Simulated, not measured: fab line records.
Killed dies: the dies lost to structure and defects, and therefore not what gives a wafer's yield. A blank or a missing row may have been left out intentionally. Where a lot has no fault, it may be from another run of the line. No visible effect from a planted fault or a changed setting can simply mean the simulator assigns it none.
Which of the tools did it? / flow n5 finfet / 11 lots with 33 wafers sampled at 4 steps, on a route of 1938 steps

WHAT EACH GAUGE READ, for each wafer
No reading from a measuring or inspecting step in the record can be judged against a usual standard deviation.

TOOL THAT RAN EACH LOT (tool first, then ch and the chambers of the sampled wafers, then the start)
lot=L578; N5_BEOL_M15_STRIP_36=rie diel-04 ch 0,1,3, day 12 09:17; N5_BEOL_M15_DEGAS_41=pvd sputter-02, day 12 09:59; N5_MIM_TOP_ALD_00=ald hk-01 ch 0,1,2, day 12 15:31; N5_MIM_TOP_ALD_01=ald hk-01 ch 0,1,2, day 12 15:00
lot=L581; N5_BEOL_M15_STRIP_36=rie diel-06 ch 0,2,3, day 12 21:44; N5_BEOL_M15_DEGAS_41=pvd sputter-03, day 12 22:18; N5_MIM_TOP_ALD_00=ald hk-03 ch 0,2,3, day 13 01:13; N5_MIM_TOP_ALD_01=ald hk-03 ch 0,2,3, day 13 01:00
lot=L582; N5_BEOL_M15_STRIP_36=rie diel-02 ch 0,1,3, day 13 08:07; N5_BEOL_M15_DEGAS_41=pvd sputter-02, day 13 08:29; N5_MIM_TOP_ALD_00=ald hk-03 ch 1,2, day 13 12:00; N5_MIM_TOP_ALD_01=ald hk-03 ch 1,2, day 13 12:00
lot=L583; N5_BEOL_M15_STRIP_36=rie diel-04 ch 0,1,3, day 13 10:29; N5_BEOL_M15_DEGAS_41=pvd sputter-01, day 13 11:12; N5_MIM_TOP_ALD_00=ald hk-03 ch 0,2,3, day 13 14:45; N5_MIM_TOP_ALD_01=ald hk-03 ch 0,2,3, day 13 14:00
lot=L584; N5_BEOL_M15_STRIP_36=rie diel-06 ch 0,3, day 13 17:37; N5_BEOL_M15_DEGAS_41=pvd sputter-01, day 13 18:35; N5_MIM_TOP_ALD_00=ald hk-03 ch 0,1,3, day 13 21:47; N5_MIM_TOP_ALD_01=ald hk-03 ch 0,1,3, day 13 21:00
lot=L585; N5_BEOL_M15_STRIP_36=rie diel-06 ch 0,2, day 13 21:39; N5_BEOL_M15_DEGAS_41=pvd sputter-03, day 13 22:23; N5_MIM_TOP_ALD_00=ald hk-01 ch 2,3, day 14 01:22; N5_MIM_TOP_ALD_01=ald hk-01 ch 2,3, day 14 01:00
lot=L592; N5_BEOL_M15_STRIP_36=rie diel-06 ch 0,1, day 16 20:17; N5_BEOL_M15_DEGAS_41=pvd sputter-03, day 16 21:05; N5_MIM_TOP_ALD_00=ald hk-01 ch 2,3, day 17 01:20; N5_MIM_TOP_ALD_01=ald hk-01 ch 2,3, day 17 01:00
lot=L593; N5_BEOL_M15_STRIP_36=rie diel-02 ch 1,3, day 17 04:07; N5_BEOL_M15_DEGAS_41=pvd sputter-02, day 17 04:59; N5_MIM_TOP_ALD_00=ald hk-01 ch 0,1,3, day 17 08:34; N5_MIM_TOP_ALD_01=ald hk-01 ch 0,1,3, day 17 08:00
lot=L594; N5_BEOL_M15_STRIP_36=rie diel-02 ch 1,2,3, day 17 05:08; N5_BEOL_M15_DEGAS_41=pvd sputter-03, day 17 06:14; N5_MIM_TOP_ALD_00=ald hk-03 ch 0,2,3, day 17 09:08; N5_MIM_TOP_ALD_01=ald hk-03 ch 0,2,3, day 17 09:00
lot=L597; N5_BEOL_M15_STRIP_36=rie diel-04 ch 2,3, day 17 08:29; N5_BEOL_M15_DEGAS_41=pvd sputter-03, day 17 09:17; N5_MIM_TOP_ALD_00=ald hk-03 ch 0,1,2, day 17 12:24; N5_MIM_TOP_ALD_01=ald hk-03 ch 0,1,2, day 17 12:00
lot=L596; N5_BEOL_M15_STRIP_36=rie diel-04 ch 0,1,3, day 18 08:07; N5_BEOL_M15_DEGAS_41=pvd sputter-01, day 18 10:10; N5_MIM_TOP_ALD_00=ald hk-01 ch 0,1,3, day 18 13:52; N5_MIM_TOP_ALD_01=ald hk-01 ch 0,1,3, day 18 13:00
- N5_BEOL_M15_STRIP_36: strips in O2.
- N5_BEOL_M15_DEGAS_41: time 60 s.
- N5_MIM_TOP_ALD_00: deposits Al2O3, purge time 3 s, co reactant pulse time 3 s.
- N5_MIM_TOP_ALD_01: deposits HfO2, target thk 5.6 nm, pulse time 1 s, purge time 3 s.

AS READ BY THE TOOLS THEMSELVES (means over the sampled wafers that have a number; for cases with no such wafer, the mark the record gives instead)
N5_BEOL_M15_STRIP_36. Usual: drypump motor current A 5.6 A, standard deviation 0.35; oes product au 0.78 a.u., standard deviation 0.087; rf vpp V 3.5 V, standard deviation 0.93; showerhead plenum p Torr 2.09 Torr, standard deviation 0.052; throttle valve pct 16.66 %, standard deviation 0.27.
lot=L578; tool=rie diel-04; drypump motor current A (A)=5.7; oes product au (a.u.)=0.73; rf vpp V (V)=4.0; showerhead plenum p Torr (Torr)=2.08; throttle valve pct (%)=16.58; flag=
lot=L581; tool=rie diel-06; drypump motor current A (A)=5.5; oes product au (a.u.)=0.84; rf vpp V (V)=3.3; showerhead plenum p Torr (Torr)=2.07; throttle valve pct (%)=16.68; flag=
lot=L582; tool=rie diel-02; drypump motor current A (A)=5.6; oes product au (a.u.)=0.83; rf vpp V (V)=4.3; showerhead plenum p Torr (Torr)=2.13; throttle valve pct (%)=16.75; flag=
lot=L583; tool=rie diel-04; drypump motor current A (A)=5.8; oes product au (a.u.)=0.72; rf vpp V (V)=3.4; showerhead plenum p Torr (Torr)=2.07; throttle valve pct (%)=16.59; flag=
lot=L584; tool=rie diel-06; drypump motor current A (A)=5.2; oes product au (a.u.)=0.89; rf vpp V (V)=4.5; showerhead plenum p Torr (Torr)=2.10; throttle valve pct (%)=16.51; flag=
lot=L585; tool=rie diel-06; drypump motor current A (A)=5.7; oes product au (a.u.)=0.86; rf vpp V (V)=3.4; showerhead plenum p Torr (Torr)=2.08; throttle valve pct (%)=16.57; flag=
lot=L592; tool=rie diel-06; drypump motor current A (A)=5.2; oes product au (a.u.)=0.85; rf vpp V (V)=3.0; showerhead plenum p Torr (Torr)=2.11; throttle valve pct (%)=16.46; flag=
lot=L593; tool=rie diel-02; drypump motor current A (A)=5.5; oes product au (a.u.)=0.77; rf vpp V (V)=3.3; showerhead plenum p Torr (Torr)=2.11; throttle valve pct (%)=16.67; flag=
lot=L594; tool=rie diel-02; drypump motor current A (A)=5.6; oes product au (a.u.)=0.84; rf vpp V (V)=3.4; showerhead plenum p Torr (Torr)=2.09; throttle valve pct (%)=16.57; flag=
lot=L597; tool=rie diel-04; drypump motor current A (A)=5.5; oes product au (a.u.)=0.69; rf vpp V (V)=3.0; showerhead plenum p Torr (Torr)=2.14; throttle valve pct (%)=16.68; flag=
lot=L596; tool=rie diel-04; drypump motor current A (A)=5.7; oes product au (a.u.)=0.80; rf vpp V (V)=4.1; showerhead plenum p Torr (Torr)=2.06; throttle valve pct (%)=16.55; flag=

N5_BEOL_M15_DEGAS_41. Usual: heater power w 482 W, standard deviation 39.
lot=L578; tool=pvd sputter-02; heater power w (W)=459; flag=
lot=L581; tool=pvd sputter-03; heater power w (W)=449; flag=
lot=L582; tool=pvd sputter-02; heater power w (W)=452; flag=
lot=L583; tool=pvd sputter-01; heater power w (W)=511; flag=
lot=L584; tool=pvd sputter-01; heater power w (W)=513; flag=
lot=L585; tool=pvd sputter-03; heater power w (W)=513; flag=
lot=L592; tool=pvd sputter-03; heater power w (W)=474; flag=
lot=L593; tool=pvd sputter-02; heater power w (W)=429; flag=
lot=L594; tool=pvd sputter-03; heater power w (W)=457; flag=
lot=L597; tool=pvd sputter-03; heater power w (W)=485; flag=
lot=L596; tool=pvd sputter-01; heater power w (W)=498; flag=

N5_MIM_TOP_ALD_00. Usual: precursor pulse height rel 0.998, standard deviation 0.021.
lot=L578; tool=ald hk-01; precursor pulse height rel=0.985; flag=
lot=L581; tool=ald hk-03; precursor pulse height rel=1.001; flag=
lot=L582; tool=ald hk-03; precursor pulse height rel=1.024; flag=
lot=L583; tool=ald hk-03; precursor pulse height rel=0.996; flag=
lot=L584; tool=ald hk-03; precursor pulse height rel=1.001; flag=
lot=L585; tool=ald hk-01; precursor pulse height rel=0.980; flag=
lot=L592; tool=ald hk-01; precursor pulse height rel=0.986; flag=
lot=L593; tool=ald hk-01; precursor pulse height rel=0.984; flag=
lot=L594; tool=ald hk-03; precursor pulse height rel=1.013; flag=
lot=L597; tool=ald hk-03; precursor pulse height rel=1.002; flag=
lot=L596; tool=ald hk-01; precursor pulse height rel=1.010; flag=

N5_MIM_TOP_ALD_01. Usual: precursor pulse height rel 0.999, standard deviation 0.021.
lot=L578; tool=ald hk-01; precursor pulse height rel=0.987; flag=
lot=L581; tool=ald hk-03; precursor pulse height rel=0.986; flag=
lot=L582; tool=ald hk-03; precursor pulse height rel=1.016; flag=
lot=L583; tool=ald hk-03; precursor pulse height rel=1.000; flag=
lot=L584; tool=ald hk-03; precursor pulse height rel=0.998; flag=
lot=L585; tool=ald hk-01; precursor pulse height rel=1.009; flag=
lot=L592; tool=ald hk-01; precursor pulse height rel=0.988; flag=
lot=L593; tool=ald hk-01; precursor pulse height rel=1.017; flag=
lot=L594; tool=ald hk-03; precursor pulse height rel=0.996; flag=
lot=L597; tool=ald hk-03; precursor pulse height rel=0.993; flag=
lot=L596; tool=ald hk-01; precursor pulse height rel=0.999; flag=

THE ANSWER, worked out from the rows above alone
Rule: a lot counts as off when the mean over its wafers that have a number is more than 3 standard deviations away from the usual mean. A lot without any number at a reading at which 4 lots or more have one is off too. Any other lot the step has rows for is counted as sound. After the gauges, taken in route order, come the tools' own readings; for these a lot's mean is taken, as printed above. The first step at which some lot is off is used, and at that step the reading that is off furthest; a lot without a number counts as furthest.
Nothing can be told from this: no lot is off at any reading shown.

WHAT HAD BEEN PUT IN BY THE SIMULATOR
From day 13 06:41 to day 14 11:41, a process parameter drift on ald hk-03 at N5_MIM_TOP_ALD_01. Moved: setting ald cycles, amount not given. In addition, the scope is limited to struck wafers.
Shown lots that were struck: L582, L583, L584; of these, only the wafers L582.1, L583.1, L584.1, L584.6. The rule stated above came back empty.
